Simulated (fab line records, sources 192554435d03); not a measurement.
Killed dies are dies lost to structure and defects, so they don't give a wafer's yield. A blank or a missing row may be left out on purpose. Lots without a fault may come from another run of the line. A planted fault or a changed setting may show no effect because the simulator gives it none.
A struck lot beside a sound one | flow n5_finfet | 23 steps out of a route of 1938
Sound: wafers L253.1, L253.3, L253.6. Struck: wafers L246.1, L246.4, L246.6. The cause comes at the end.
At each step with rows: each side's tool, then ch and its chambers, then its first start. Under that, the readings that differ: sound wafers | struck wafers | difference of the means | sigmas: that difference in standard deviations of wafers without a fault.
alike: readings whose means differ by less than 2 such deviations, and words and numbers that are the same on both sides. not compared: withheld readings, readings that some wafer has no value for, bounds like >300 that may hide the same value, and numbers for which the record gives no deviation and whose values overlap.
The two part at a step that has a row with sigmas, a row that says differs or no value, or rows on one side only. Numbers that don't overlap but have no deviation are shown without sigmas and don't part them. A reading that every wafer of one side lacks parts them only if that side has two wafers or more.

first, 11 steps without rows for these wafers: N5_BEOL_M0_SAQP_STRIP_113 (strips in CHF3/O2); N5_BEOL_M0_SAQP_MANDREL_ETCH_20 (etches a-Si in HBr/Cl2, stops on SiNx, target depth 60 nm, bt time 10 s, time 30 s); N5_BEOL_M0_SAQP_STRIP_86 (strips in N2/H2); N5_BEOL_M0_SAQP_STRIP_115 (strips in post etch residue remover, time 60 s); N5_BEOL_M0_SAQP_SRD_93 (time 30 s); N5_BEOL_M0_SAQP_RECESS_114 (chemistry HF/NH3, target SiO2, target depth 14.4 nm, afs cycles 3, sublimation time 60 s); N5_BEOL_M0_SAQP_SPACER1_ALD_98 (deposits SiO2, target thk 12.8 nm, pulse time 1 s, purge time 2 s); N5_BEOL_M0_SAQP_SPACER1_ETCHBACK_99 (etches SiO2 in CHF3/O2, target depth 15.4 nm, time 7.7 s); N5_BEOL_M0_SAQP_MANDREL1_REMOVE_100 (chemistry HBr/Cl2/O2, target a-Si, stops on SiNx, bt time 10 s); N5_BEOL_M0_SAQP_ETCH_101 (etches SiNx in CH3F/O2, target depth 29.9 nm, time 42.7 s); N5_BEOL_M0_SAQP_ETCH_102 (etches SiO2 in CF4, target depth 4 nm, time 4.4 s).
N5_BEOL_M0_SAQP_MANDREL_ETCH_103: etches a-Si in HBr/Cl2, stops on SiCN, target depth 45 nm, bt time 10 s, time 27 s.
  sound on rie_si-06 ch 0,1,2, day 11 09:09; struck on rie_si-04 ch 1,2, day 9 13:05
  no value came back on the struck wafers for any of 7 readings (HBr_flow_sccm (sccm), bias_w (W) and others); on the sound wafers HBr_flow_sccm (sccm) reads 150.5 151.0 150.0
  reading                                         | sound     | struck         | difference | sigmas
  model.SiCN_of_BEOL_M0_SAQP_PECVD_03.thk_nm (nm) | 8.8 8.6 9 | 12.2 12.4 12.2 | +3.5       |
  not compared: rf_hours_counter_h
then, 2 steps without rows for these wafers: N5_BEOL_M0_SAQP_RECESS_104 (chemistry HF/NH3, target SiO2, target depth 18 nm, afs cycles 3, sublimation time 60 s); N5_BEOL_M0_SAQP_COAT_105 (time 60 s, resist thk 100 nm).
N5_BEOL_M0_SAQP_ETCH_106: etches SOC in N2/H2, stops on SiNx, target depth 150 nm.
  sound on rie_diel-06 ch 2,3, day 11 09:44; struck on rie_diel-06 ch 0,1, day 9 13:36
  reading               | sound          | struck         | difference | sigmas
  oes_product_au (a.u.) | 0.93 0.75 0.94 | 0.33 0.32 0.28 | -0.56      | -7
  alike: bias_w, chamber_pressure_mTorr, drypump_motor_current_A, rf_fwd_power_W, rf_vpp_V, showerhead_plenum_p_Torr, throttle_valve_pct
  not compared: rf_hours_counter_h
then, 2 steps without rows for these wafers: N5_BEOL_M0_SAQP_ETCH_107 (etches SiNx in CH3F/O2, target depth 30 nm); N5_BEOL_M0_SAQP_STRIP_108 (strips in N2/H2).
N5_BEOL_M0_SAQP_RECESS_109: chemistry HF/NH3, target SiO2, target depth 3 nm, afs cycles 1, sublimation time 60 s.
  sound on vapor_etch-02 ch 0,1, day 11 09:53; struck on vapor_etch-01 ch 0,1, day 9 13:46
  reading                                         | sound       | struck       | difference | sigmas
  model.SiCN_of_BEOL_M0_SAQP_PECVD_03.thk_nm (nm) | 8.4 8.2 8.6 | 11.8 12 11.8 | +3.5       |
  alike: drypump_motor_current_A
then, 1 step without rows for these wafers: N5_BEOL_M0_SAQP_SPACER2_ALD_26 (deposits SiO2, target thk 15 nm, pulse time 1 s, purge time 2 s).
N5_BEOL_M0_SAQP_SPACER2_ETCHBACK_27: etches SiO2 in CHF3/O2, target depth 22.5 nm, time 11.25 s.
  sound on rie_diel-01 ch 0,1,2, day 11 10:35; struck on rie_diel-01 ch 1,2, day 9 16:47
  reading               | sound          | struck         | difference | sigmas
  oes_product_au (a.u.) | 0.68 0.70 0.91 | 0.35 0.36 0.27 | -0.44      | -6
  alike: O2_flow_sccm, chamber_pressure_mTorr, drypump_motor_current_A, oes_f_703_au, rf_fwd_power_W, rf_vpp_V, showerhead_plenum_p_Torr, throttle_valve_pct
  not compared: rf_hours_counter_h
then, 1 step without rows for these wafers: N5_BEOL_M0_SAQP_MANDREL2_REMOVE_110 (chemistry HBr/Cl2/O2, target a-Si, stops on SiCN, bt time 10 s).
N5_BEOL_M4_RC_MEAS_101:
  the record has rows for the sound wafers here (prober-01 ch 0, day 14 01:31) and none for the struck ones
-- the record jumps here: 7 days lie between the struck wafers' starts before and after (it left off in module BEOL_M4 and takes up again in module PASSIVATION, whose first step shown is number 1936 of the route) --
N5_PASSIVATION_PROBE_49:
  sound on prober-01, day 18 13:33; struck on prober-01, day 17 00:58
  reading                  | sound          | struck         | difference | sigmas
  defect_limited_yield (%) | 90.6 92.3 90.6 | 0 0 0          | -91        | -57
  killed_at_M0_to_M3       | 43 37 36       | 1095 1107 1102 | +1063      | +97
  killed_dies              | 111 91 111     | 1180 1180 1180 | +1076      | +57
  killed_on_rim            | 10 13 14       | 152 152 152    | +140       | +33
  sort_bin_5_function (%)  | 5.5 5.1 6.5    | 95.9 95.3 95.3 | +89.8      | +82
  sort_n_pass              | 1069 1089 1069 | 0 0 0          | -1076      | -57
  sort_yield_pct (%)       | 90.6 92.3 90.6 | 0 0 0          | -91        | -57
  alike: killed_at_M4_up, killed_at_contacts, killed_at_front_end, killed_at_other, killed_open, killed_short, sort_bin_6_memory, sort_bin_8_speed

WHERE THEY PART
First at N5_BEOL_M0_SAQP_MANDREL_ETCH_103; last, within this record, at N5_PASSIVATION_PROBE_49.

WHY: what the simulator had put in
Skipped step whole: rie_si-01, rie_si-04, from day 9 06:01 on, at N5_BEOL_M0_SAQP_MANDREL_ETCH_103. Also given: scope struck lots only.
